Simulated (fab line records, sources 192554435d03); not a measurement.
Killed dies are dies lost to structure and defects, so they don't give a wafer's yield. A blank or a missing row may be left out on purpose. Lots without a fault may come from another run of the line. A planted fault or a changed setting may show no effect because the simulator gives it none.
Chamber matching | flow n5_finfet | N5_MOL_CONTACT_COAG_ETCHBACK_134 on rie_diel-01: 4 sister chambers
The step etches SiO2 in CHF3, target depth 10 nm, time 6.7 s. 4 wafers are shown with their chamber, then 7 later ones without.

WAFERS WITH THEIR CHAMBER
wafer  | chamber | drypump_motor_current_A (A)
L271.2 | 0       | 6.0
L271.5 | 2       | 5.6
L272.1 | 1       | 5.9
L272.4 | 3       | 5.7

WAFERS WITHOUT THEIR CHAMBER
wafer  | drypump_motor_current_A (A)
L272.6 | 5.7
L275.1 | 6.0
L275.5 | 5.6
L275.6 | 5.8
L276.1 | 5.5
L276.2 | 5.7
L276.4 | 6.0

WHICH CHAMBER EACH WENT THROUGH
wafer  | from the rows above               | in truth
L272.6 | can't be placed: 3 or 2           | 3
L275.1 | can't be placed: 0 or 1           | 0
L275.5 | can't be placed: 2 or 3           | 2
L275.6 | can't be placed: 3 or 1 or 0 or 2 | 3
L276.1 | can't be placed: 2 or 3           | 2
L276.2 | can't be placed: 3 or 2           | 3
L276.4 | can't be placed: 0 or 1           | 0
Placed correctly: 0 of 7. Can't be placed from these rows: 7 (the true chamber is among the candidates in 7). Placed wrongly: 0.
How it was worked out, from the rows above alone: a wafer's distance from a chamber is the root of the sum, over the readings, of the square of ((its reading less the chamber's mean) divided by the reading's scatter). The wafer belongs to the nearest chamber; if the next one is less than 2 further off, it can't be placed. A chamber's mean is the mean of its shown wafers. The scatter: with one shown wafer a chamber, the root of the mean of the squares of how far each hidden wafer lies from its nearest shown one.
